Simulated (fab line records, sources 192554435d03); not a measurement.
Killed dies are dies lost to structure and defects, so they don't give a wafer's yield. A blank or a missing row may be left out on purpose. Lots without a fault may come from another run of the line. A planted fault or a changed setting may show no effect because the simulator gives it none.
Chamber matching | flow n5_finfet | N5_BEOL_M9_PECVD_70 on pecvd-04: 3 sister chambers
The step deposits SiO2 from TEOS/O2, target thk 20 nm, time 22.7 s. 6 wafers are shown with their chamber, then 7 later ones without.

WAFERS WITH THEIR CHAMBER
wafer  | chamber | showerhead_plenum_p_Torr (Torr) | heater_power_w (W)
L079.2 | 2       | 8.79                            | 700
L082.4 | 0       | 8.81                            | 635
L082.5 | 2       | 8.75                            | 695
L082.6 | 1       | 8.78                            | 786
L091.2 | 0       | 8.82                            | 634
L091.3 | 1       | 8.79                            | 730

WAFERS WITHOUT THEIR CHAMBER
wafer  | showerhead_plenum_p_Torr (Torr) | heater_power_w (W)
L091.6 | 8.79                            | 727
L094.1 | 8.82                            | 671
L094.2 | 8.75                            | 625
L094.4 | 8.77                            | 627
L097.1 | 8.78                            | 761
L097.4 | 8.78                            | 774
L097.5 | 8.82                            | 597

WHICH CHAMBER EACH WENT THROUGH
wafer  | from the rows above     | in truth
L091.6 | can't be placed: 1 or 2 | 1
L094.1 | can't be placed: 0 or 2 | 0
L094.2 | can't be placed: 2 or 0 | 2
L094.4 | can't be placed: 0 or 2 | 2
L097.1 | 1                       | 1
L097.4 | 1                       | 1
L097.5 | 0                       | 0
Placed correctly: 3 of 7. Can't be placed from these rows: 4 (the true chamber is among the candidates in 4). Placed wrongly: 0.
How it was worked out, from the rows above alone: a wafer's distance from a chamber is the root of the sum, over the readings, of the square of ((its reading less the chamber's mean) divided by the reading's scatter). The wafer belongs to the nearest chamber; if the next one is less than 2 further off, it can't be placed. A chamber's mean is the mean of its shown wafers. The scatter: the root of (the sum of the squares of (reading less its chamber's mean) over the shown wafers, divided by (wafers less chambers)).
